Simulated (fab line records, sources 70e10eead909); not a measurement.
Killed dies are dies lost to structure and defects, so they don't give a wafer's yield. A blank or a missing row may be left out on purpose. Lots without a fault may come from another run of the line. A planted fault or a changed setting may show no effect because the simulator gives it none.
Chamber matching | flow nand_harc | NHARC_A_STAIRCASE_ETCHBACK_157 on rie_diel-04: 4 sister chambers
The step etches the open film in CH3F/O2, target depth 90 nm, time 167.14 s. 4 wafers are shown with their chamber, then 11 later ones without.

WAFERS WITH THEIR CHAMBER
wafer  | chamber | drypump_motor_current_A (A)
L085.5 | 2       | 5.1
L086.5 | 1       | 5.8
L086.6 | 3       | 6.2
L091.3 | 0       | 5.6

WAFERS WITHOUT THEIR CHAMBER
wafer  | drypump_motor_current_A (A)
L091.5 | 5.9
L091.6 | 5.1
L092.1 | 5.1
L092.3 | 6.1
L092.6 | 6.2
L093.1 | 5.2
L093.2 | 6.2
L093.6 | 6.2
L096.1 | 5.9
L096.2 | 6.1
L096.3 | 5.1

WHICH CHAMBER EACH WENT THROUGH
wafer  | from the rows above | in truth
L091.5 | 1                   | 1
L091.6 | 2                   | 2
L092.1 | 2                   | 2
L092.3 | 3                   | 3
L092.6 | 3                   | 3
L093.1 | 2                   | 2
L093.2 | 3                   | 3
L093.6 | 3                   | 3
L096.1 | 1                   | 1
L096.2 | 3                   | 3
L096.3 | 2                   | 2
Placed correctly: 11 of 11. Can't be placed from these rows: 0. Placed wrongly: 0.
How it was worked out, from the rows above alone: a wafer's distance from a chamber is the root of the sum, over the readings, of the square of ((its reading less the chamber's mean) divided by the reading's scatter). The wafer belongs to the nearest chamber; if the next one is less than 2 further off, it can't be placed. A chamber's mean is the mean of its shown wafers. The scatter: with one shown wafer a chamber, the root of the mean of the squares of how far each hidden wafer lies from its nearest shown one.
